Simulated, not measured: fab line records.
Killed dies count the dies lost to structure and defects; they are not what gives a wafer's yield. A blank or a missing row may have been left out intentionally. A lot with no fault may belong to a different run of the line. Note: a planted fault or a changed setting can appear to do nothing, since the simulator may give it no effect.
Which tool is to blame? / flow n5_finfet / Sampling: 9 lots, 24 wafers, 7 of 1938 route steps

WHAT THE GAUGES SHOWED, per wafer
N5_MOL_CONTACT_COAG_THK_MEAS_29.
lot=L887; measured=day 5 14:21; on=film_metro-01; MD_CAP_THK (nm)=17.91 17.80 17.66
lot=L896; measured=day 7 21:59; on=film_metro-01; MD_CAP_THK (nm)=16.36 16.15
lot=L898; measured=day 8 09:21; on=film_metro-01; MD_CAP_THK (nm)=16.39 18.10
lot=L899; measured=day 8 14:11; on=film_metro-01; MD_CAP_THK (nm)=16.31 16.31
lot=L900; measured=day 8 21:02; on=film_metro-01; MD_CAP_THK (nm)=18.06 18.15 18.05
lot=L902; measured=day 9 06:12; on=film_metro-02; MD_CAP_THK (nm)=17.78 17.85 17.85
lot=L903; measured=day 9 16:32; on=film_metro-02; MD_CAP_THK (nm)=17.88 17.91 17.86
lot=L905; measured=day 10 05:46; on=film_metro-01; MD_CAP_THK (nm)=17.90 17.87 17.91
lot=L907; measured=day 10 14:37; on=film_metro-02; MD_CAP_THK (nm)=17.75 17.77 17.82

N5_BEOL_M4_RC_MEAS_101.
lot=L887; measured=day 8 00:16; on=prober-01; DIBL_N (mV/V)=35.3 34.6 35.5; DIBL_P (mV/V)=35.9 34.8 35.3; IOFF_N (nA/um)=0.161 0.154 0.159; IOFF_P (nA/um)=0.22 0.20 0.22; ION_N (uA/um)=685 675 682; ION_P (uA/um)=471 462 471; SS_N (mV/dec)=71.8 71.3 72.4; SS_P (mV/dec)=73.3 73.1 72.5; VT_N (mV)=252 250 252; VT_P (mV)=-248 -248 -248
lot=L896; measured=day 10 15:42; on=prober-01; DIBL_N (mV/V)=35.3 34.7; DIBL_P (mV/V)=35.3 34.5; IOFF_N (nA/um)=0.146 0.150; IOFF_P (nA/um)=0.18 0.18; ION_N (uA/um)=673 697; ION_P (uA/um)=456 468; SS_N (mV/dec)=71.5 70.6; SS_P (mV/dec)=72.5 72.7; VT_N (mV)=249 248; VT_P (mV)=-251 -251
lot=L898; measured=day 11 07:17; on=prober-02; DIBL_N (mV/V)=37.1 36.7; DIBL_P (mV/V)=34.5 35.2; IOFF_N (nA/um)=0.157 0.162; IOFF_P (nA/um)=0.23 0.25; ION_N (uA/um)=663 668; ION_P (uA/um)=457 468; SS_N (mV/dec)=72.2 72.6; SS_P (mV/dec)=73.5 73.2; VT_N (mV)=252 252; VT_P (mV)=-246 -243
lot=L899; measured=day 11 04:51; on=prober-01; DIBL_N (mV/V)=34.9 34.6; DIBL_P (mV/V)=35.3 34.7; IOFF_N (nA/um)=0.141 0.142; IOFF_P (nA/um)=0.21 0.21; ION_N (uA/um)=672 671; ION_P (uA/um)=466 473; SS_N (mV/dec)=71.2 70.9; SS_P (mV/dec)=72.7 72.8; VT_N (mV)=251 252; VT_P (mV)=-248 -251
lot=L900; measured=day 11 22:08; on=prober-02; DIBL_N (mV/V)=32.9 35.7 34.3; DIBL_P (mV/V)=33.5 35.7 34.1; IOFF_N (nA/um)=0.126 0.171 0.139; IOFF_P (nA/um)=0.21 0.24 0.22; ION_N (uA/um)=676 688 684; ION_P (uA/um)=472 475 471; SS_N (mV/dec)=70.3 71.7 71.1; SS_P (mV/dec)=73.4 74.5 73.3; VT_N (mV)=251 247 252; VT_P (mV)=-248 -245 -244
lot=L902; measured=day 12 00:12; on=prober-02; DIBL_N (mV/V)=38.4 32.6 36.1; DIBL_P (mV/V)=39.2 32.9 37.3; IOFF_N (nA/um)=0.153 0.076 0.117; IOFF_P (nA/um)=0.18 0.12 0.16; ION_N (uA/um)=669 626 662; ION_P (uA/um)=448 430 449; SS_N (mV/dec)=71.5 70.0 70.3; SS_P (mV/dec)=74.0 71.7 73.5; VT_N (mV)=255 266 259; VT_P (mV)=-254 -260 -257
lot=L903; measured=day 12 03:19; on=prober-01; DIBL_N (mV/V)=38.5 35.8 35.6; DIBL_P (mV/V)=39.8 34.5 36.1; IOFF_N (nA/um)=0.191 0.137 0.146; IOFF_P (nA/um)=0.25 0.17 0.18; ION_N (uA/um)=679 663 683; ION_P (uA/um)=463 454 466; SS_N (mV/dec)=72.1 71.6 71.5; SS_P (mV/dec)=73.7 73.0 73.1; VT_N (mV)=248 252 251; VT_P (mV)=-248 -252 -255
lot=L905; measured=day 12 19:14; on=prober-02; DIBL_N (mV/V)=36.4 39.3 37.4; DIBL_P (mV/V)=33.2 36.0 35.8; IOFF_N (nA/um)=0.145 0.208 0.170; IOFF_P (nA/um)=0.16 0.19 0.20; ION_N (uA/um)=671 659 685; ION_P (uA/um)=454 443 459; SS_N (mV/dec)=71.8 72.7 71.3; SS_P (mV/dec)=73.0 73.9 73.8; VT_N (mV)=253 249 249; VT_P (mV)=-257 -253 -250
lot=L907; measured=day 13 18:52; on=prober-02; DIBL_N (mV/V)=35.8 38.4 35.3; DIBL_P (mV/V)=35.0 37.4 33.1; IOFF_N (nA/um)=0.147 0.197 0.138; IOFF_P (nA/um)=0.19 0.24 0.18; ION_N (uA/um)=677 691 682; ION_P (uA/um)=463 478 464; SS_N (mV/dec)=71.3 71.6 71.0; SS_P (mV/dec)=72.4 72.5 71.9; VT_N (mV)=250 246 254; VT_P (mV)=-248 -247 -250

TOOL THAT RAN EACH LOT (tool first, then ch and the chambers of the sampled wafers, then the start)
lot=L887; N5_GATE_CUT_CMP_23=cmp-04 ch 0,3, day 5 03:46; N5_GATE_CUT_CMP_43=cmp-04 ch 1,2,3, day 5 04:14; N5_MOL_CONTACT_COAG_CMP_23=cmp-02 ch 0,1,2, day 5 10:08; N5_MOL_CONTACT_COAG_ETCHBACK_135=rie_diel-03 ch 0,1, day 5 15:53; N5_MOL_CONTACT_COAG_ETCH_47=rie_diel-03 ch 0,1, day 5 16:01
lot=L896; N5_GATE_CUT_CMP_23=cmp-04 ch 1,2, day 7 11:31; N5_GATE_CUT_CMP_43=cmp-04 ch 0,2, day 7 12:11; N5_MOL_CONTACT_COAG_CMP_23=cmp-01 ch 0,3, day 7 19:18; N5_MOL_CONTACT_COAG_ETCHBACK_135=rie_diel-05 ch 0,1, day 7 23:51; N5_MOL_CONTACT_COAG_ETCH_47=rie_diel-05 ch 0,1, day 7 23:59
lot=L898; N5_GATE_CUT_CMP_23=cmp-04 ch 2, day 7 22:22; N5_GATE_CUT_CMP_43=cmp-01 ch 0,1, day 7 22:52; N5_MOL_CONTACT_COAG_CMP_23=cmp-01 ch 1,2, day 8 06:14; N5_MOL_CONTACT_COAG_ETCHBACK_135=rie_diel-03 ch 0, day 8 14:10; N5_MOL_CONTACT_COAG_ETCH_47=rie_diel-03 ch 0, day 8 14:19
lot=L899; N5_GATE_CUT_CMP_23=cmp-03 ch 1,2, day 8 03:55; N5_GATE_CUT_CMP_43=cmp-01 ch 0,3, day 8 04:20; N5_MOL_CONTACT_COAG_CMP_23=cmp-01 ch 1,2, day 8 11:30; N5_MOL_CONTACT_COAG_ETCHBACK_135=rie_diel-03 ch 1,3, day 8 17:43; N5_MOL_CONTACT_COAG_ETCH_47=rie_diel-03 ch 1,3, day 8 17:52
lot=L900; N5_GATE_CUT_CMP_23=cmp-04 ch 0,3, day 8 11:58; N5_GATE_CUT_CMP_43=cmp-01 ch 1,2, day 8 12:16; N5_MOL_CONTACT_COAG_CMP_23=cmp-04 ch 1,2,3, day 8 18:10; N5_MOL_CONTACT_COAG_ETCHBACK_135=rie_diel-05 ch 0,1,2, day 8 23:26; N5_MOL_CONTACT_COAG_ETCH_47=rie_diel-05 ch 0,1,2, day 8 23:35
lot=L902; N5_GATE_CUT_CMP_23=cmp-04 ch 0,1,2, day 8 20:19; N5_GATE_CUT_CMP_43=cmp-03 ch 0,1,2, day 8 20:41; N5_MOL_CONTACT_COAG_CMP_23=cmp-04 ch 2,3, day 9 03:34; N5_MOL_CONTACT_COAG_ETCHBACK_135=rie_diel-05 ch 0,1,2, day 9 07:46; N5_MOL_CONTACT_COAG_ETCH_47=rie_diel-05 ch 0,1,2, day 9 07:55
lot=L903; N5_GATE_CUT_CMP_23=cmp-04 ch 1,2,3, day 9 03:50; N5_GATE_CUT_CMP_43=cmp-03 ch 0,1,2, day 9 04:12; N5_MOL_CONTACT_COAG_CMP_23=cmp-04 ch 1,2,3, day 9 13:46; N5_MOL_CONTACT_COAG_ETCHBACK_135=rie_diel-05 ch 0,1,3, day 9 18:13; N5_MOL_CONTACT_COAG_ETCH_47=rie_diel-05 ch 0,1,3, day 9 18:22
lot=L905; N5_GATE_CUT_CMP_23=cmp-04 ch 0,1,2, day 9 19:04; N5_GATE_CUT_CMP_43=cmp-01 ch 0,2,3, day 9 19:20; N5_MOL_CONTACT_COAG_CMP_23=cmp-02 ch 0,1,3, day 10 02:43; N5_MOL_CONTACT_COAG_ETCHBACK_135=rie_diel-03 ch 1,2,3, day 10 07:35; N5_MOL_CONTACT_COAG_ETCH_47=rie_diel-03 ch 1,2,3, day 10 07:43
lot=L907; N5_GATE_CUT_CMP_23=cmp-03 ch 1,2,3, day 10 04:28; N5_GATE_CUT_CMP_43=cmp-01 ch 0,1,3, day 10 04:48; N5_MOL_CONTACT_COAG_CMP_23=cmp-04 ch 1,2, day 10 11:23; N5_MOL_CONTACT_COAG_ETCHBACK_135=rie_diel-06 ch 1,2, day 10 16:58; N5_MOL_CONTACT_COAG_ETCH_47=rie_diel-06 ch 1,2, day 10 17:06
- N5_GATE_CUT_CMP_23: polishes, stops on SiO2, t overpolish 23.4 s, target thk 16 nm.
- N5_GATE_CUT_CMP_43: polishes SiO2.
- N5_MOL_CONTACT_COAG_CMP_23: polishes, stops on SiO2, t overpolish 1.5 s, target thk 0 nm.
- N5_MOL_CONTACT_COAG_ETCHBACK_135: etches SiO2 in CHF3, target depth 25 nm, time 16.7 s.
- N5_MOL_CONTACT_COAG_ETCH_47: etches SiNx in CH3F/O2, stops on W, target depth 27 nm.

AS READ BY THE TOOLS THEMSELVES (means over the sampled wafers that have a number; for cases with no such wafer, the mark the record gives instead)
N5_GATE_CUT_CMP_23.
lot=L887; tool=cmp-04; head_pressure_psi (psi)=2.499; motor_current_A (A)=10.0; overpolish_run_s (s)=23.398; time_to_endpoint_s (s)=22.8
lot=L896; tool=cmp-04; head_pressure_psi (psi)=2.501; motor_current_A (A)=8.8; overpolish_run_s (s)=23.400; time_to_endpoint_s (s)=18.5
lot=L898; tool=cmp-04; head_pressure_psi (psi)=2.498; motor_current_A (A)=8.2; overpolish_run_s (s)=23.388; time_to_endpoint_s (s)=23.0
lot=L899; tool=cmp-03; head_pressure_psi (psi)=2.505; motor_current_A (A)=8.1; overpolish_run_s (s)=23.397; time_to_endpoint_s (s)=22.8
lot=L900; tool=cmp-04; head_pressure_psi (psi)=2.500; motor_current_A (A)=9.8; overpolish_run_s (s)=23.400; time_to_endpoint_s (s)=17.9
lot=L902; tool=cmp-04; head_pressure_psi (psi)=2.500; motor_current_A (A)=8.6; overpolish_run_s (s)=23.400; time_to_endpoint_s (s)=20.3
lot=L903; tool=cmp-04; head_pressure_psi (psi)=2.501; motor_current_A (A)=9.4; overpolish_run_s (s)=23.394; time_to_endpoint_s (s)=19.3
lot=L905; tool=cmp-04; head_pressure_psi (psi)=2.496; motor_current_A (A)=8.8; overpolish_run_s (s)=23.406; time_to_endpoint_s (s)=20.1
lot=L907; tool=cmp-03; head_pressure_psi (psi)=2.504; motor_current_A (A)=8.5; overpolish_run_s (s)=23.396; time_to_endpoint_s (s)=18.0

N5_GATE_CUT_CMP_43.
lot=L887; tool=cmp-04; motor_current_A (A)=12.7
lot=L896; tool=cmp-04; motor_current_A (A)=11.4
lot=L898; tool=cmp-01; motor_current_A (A)=11.8
lot=L899; tool=cmp-01; motor_current_A (A)=13.4
lot=L900; tool=cmp-01; motor_current_A (A)=11.4
lot=L902; tool=cmp-03; motor_current_A (A)=11.0
lot=L903; tool=cmp-03; motor_current_A (A)=11.0
lot=L905; tool=cmp-01; motor_current_A (A)=12.5
lot=L907; tool=cmp-01; motor_current_A (A)=12.6

N5_MOL_CONTACT_COAG_CMP_23.
lot=L887; tool=cmp-02; head_pressure_psi (psi)=2.000; motor_current_A (A)=7.9; overpolish_run_s (s)=1.506; time_to_endpoint_s (s)=8.2
lot=L896; tool=cmp-01; head_pressure_psi (psi)=1.993; motor_current_A (A)=9.2; overpolish_run_s (s)=1.504; time_to_endpoint_s (s)=6.4
lot=L898; tool=cmp-01; head_pressure_psi (psi)=2.002; motor_current_A (A)=7.6; overpolish_run_s (s)=1.500; time_to_endpoint_s (s)=6.8
lot=L899; tool=cmp-01; head_pressure_psi (psi)=2.001; motor_current_A (A)=7.5; overpolish_run_s (s)=1.513; time_to_endpoint_s (s)=5.2
lot=L900; tool=cmp-04; head_pressure_psi (psi)=1.996; motor_current_A (A)=8.6; overpolish_run_s (s)=1.490; time_to_endpoint_s (s)=7.2
lot=L902; tool=cmp-04; head_pressure_psi (psi)=2.003; motor_current_A (A)=8.1; overpolish_run_s (s)=1.496; time_to_endpoint_s (s)=11.4
lot=L903; tool=cmp-04; head_pressure_psi (psi)=1.996; motor_current_A (A)=8.2; overpolish_run_s (s)=1.499; time_to_endpoint_s (s)=11.5
lot=L905; tool=cmp-02; head_pressure_psi (psi)=2.002; motor_current_A (A)=8.2; overpolish_run_s (s)=1.499; time_to_endpoint_s (s)=9.1
lot=L907; tool=cmp-04; head_pressure_psi (psi)=2.002; motor_current_A (A)=7.6; overpolish_run_s (s)=1.503; time_to_endpoint_s (s)=9.7

N5_MOL_CONTACT_COAG_ETCHBACK_135.
lot=L887; tool=rie_diel-03; drypump_motor_current_A (A)=5.6; oes_product_au (a.u.)=0.73; rf_vpp_V (V)=534; showerhead_plenum_p_Torr (Torr)=2.39; throttle_valve_pct (%)=18.93
lot=L896; tool=rie_diel-05; drypump_motor_current_A (A)=5.5; oes_product_au (a.u.)=0.72; rf_vpp_V (V)=514; showerhead_plenum_p_Torr (Torr)=2.37; throttle_valve_pct (%)=18.79
lot=L898; tool=rie_diel-03; drypump_motor_current_A (A)=6.1; oes_product_au (a.u.)=0.81; rf_vpp_V (V)=522; showerhead_plenum_p_Torr (Torr)=2.31; throttle_valve_pct (%)=18.76
lot=L899; tool=rie_diel-03; drypump_motor_current_A (A)=5.4; oes_product_au (a.u.)=0.92; rf_vpp_V (V)=535; showerhead_plenum_p_Torr (Torr)=2.38; throttle_valve_pct (%)=18.65
lot=L900; tool=rie_diel-05; drypump_motor_current_A (A)=5.5; oes_product_au (a.u.)=0.73; rf_vpp_V (V)=524; showerhead_plenum_p_Torr (Torr)=2.40; throttle_valve_pct (%)=18.68
lot=L902; tool=rie_diel-05; drypump_motor_current_A (A)=5.5; oes_product_au (a.u.)=0.73; rf_vpp_V (V)=524; showerhead_plenum_p_Torr (Torr)=2.40; throttle_valve_pct (%)=18.69
lot=L903; tool=rie_diel-05; drypump_motor_current_A (A)=5.4; oes_product_au (a.u.)=0.78; rf_vpp_V (V)=521; showerhead_plenum_p_Torr (Torr)=2.35; throttle_valve_pct (%)=18.82
lot=L905; tool=rie_diel-03; drypump_motor_current_A (A)=5.7; oes_product_au (a.u.)=0.83; rf_vpp_V (V)=531; showerhead_plenum_p_Torr (Torr)=2.34; throttle_valve_pct (%)=18.70
lot=L907; tool=rie_diel-06; drypump_motor_current_A (A)=5.6; oes_product_au (a.u.)=0.86; rf_vpp_V (V)=517; showerhead_plenum_p_Torr (Torr)=2.47; throttle_valve_pct (%)=18.41

N5_MOL_CONTACT_COAG_ETCH_47.
lot=L887; tool=rie_diel-03; drypump_motor_current_A (A)=5.5; etch_rf_on_time_s (s)=30.5; oes_product_au (a.u.)=0.66; rf_vpp_V (V)=304; showerhead_plenum_p_Torr (Torr)=2.02; throttle_valve_pct (%)=16.59
lot=L896; tool=rie_diel-05; drypump_motor_current_A (A)=5.5; etch_rf_on_time_s (s)=28.5; oes_product_au (a.u.)=0.65; rf_vpp_V (V)=292; showerhead_plenum_p_Torr (Torr)=1.98; throttle_valve_pct (%)=16.41
lot=L898; tool=rie_diel-03; drypump_motor_current_A (A)=6.1; etch_rf_on_time_s (s)=29.4; oes_product_au (a.u.)=0.72; rf_vpp_V (V)=296; showerhead_plenum_p_Torr (Torr)=1.94; throttle_valve_pct (%)=16.39
lot=L899; tool=rie_diel-03; drypump_motor_current_A (A)=5.4; etch_rf_on_time_s (s)=27.4; oes_product_au (a.u.)=0.83; rf_vpp_V (V)=303; showerhead_plenum_p_Torr (Torr)=2.00; throttle_valve_pct (%)=16.24
lot=L900; tool=rie_diel-05; drypump_motor_current_A (A)=5.5; etch_rf_on_time_s (s)=31.1; oes_product_au (a.u.)=0.66; rf_vpp_V (V)=298; showerhead_plenum_p_Torr (Torr)=2.02; throttle_valve_pct (%)=16.33
lot=L902; tool=rie_diel-05; drypump_motor_current_A (A)=5.5; etch_rf_on_time_s (s)=31.2; oes_product_au (a.u.)=0.64; rf_vpp_V (V)=298; showerhead_plenum_p_Torr (Torr)=2.02; throttle_valve_pct (%)=16.34
lot=L903; tool=rie_diel-05; drypump_motor_current_A (A)=5.4; etch_rf_on_time_s (s)=30.7; oes_product_au (a.u.)=0.69; rf_vpp_V (V)=295; showerhead_plenum_p_Torr (Torr)=1.97; throttle_valve_pct (%)=16.41
lot=L905; tool=rie_diel-03; drypump_motor_current_A (A)=5.7; etch_rf_on_time_s (s)=30.8; oes_product_au (a.u.)=0.75; rf_vpp_V (V)=301; showerhead_plenum_p_Torr (Torr)=1.97; throttle_valve_pct (%)=16.32
lot=L907; tool=rie_diel-06; drypump_motor_current_A (A)=5.6; etch_rf_on_time_s (s)=31.4; oes_product_au (a.u.)=0.77; rf_vpp_V (V)=293; showerhead_plenum_p_Torr (Torr)=2.08; throttle_valve_pct (%)=16.05

THE ANSWER, worked out from the rows above alone
Rule: the usual values come from the lots themselves. Put in order of their means at a reading, lots are off if they are a third of the lots or fewer, leave a main group of 4 or more, and stand apart from it by a gap of 3 or more times the standard deviation of the main group's means; of several such gaps the widest counts. A main group is skipped when, at the precision printed for the reading in the tables above, its means are all equal. A lot without any number at a reading at which 4 lots or more have one is off too. The other lots that the step has rows for count as sound. After the gauges, taken in route order, come the tools' own readings; for these a lot's mean is taken, as printed above. At the first step where some lot is off, the reading lying furthest off is the one used; lots without a number count as furthest.
Off: at N5_MOL_CONTACT_COAG_THK_MEAS_29 (MD_CAP_THK), L896, L898, L899. Main group: mean 17.88 nm, sd 0.1.
A tool fits if, at a process step before that reading, it ran every lot that is off, and no sound lot after the first of them. The gauges at N5_MOL_CONTACT_COAG_THK_MEAS_29 aren't tried: what is off there is off at N5_MOL_CONTACT_COAG_ETCH_47 too, on other tools, and a gauge's error can't cause that. One fits: cmp-01 at N5_MOL_CONTACT_COAG_CMP_23. It ran no sound lot before its first lot that is off in this sample, so the start can't be narrowed down.

WHAT WAS PUT IN BY THE SIMULATOR
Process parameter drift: cmp-01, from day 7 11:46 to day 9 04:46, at N5_MOL_CONTACT_COAG_CMP_23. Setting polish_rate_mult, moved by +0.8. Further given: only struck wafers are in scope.
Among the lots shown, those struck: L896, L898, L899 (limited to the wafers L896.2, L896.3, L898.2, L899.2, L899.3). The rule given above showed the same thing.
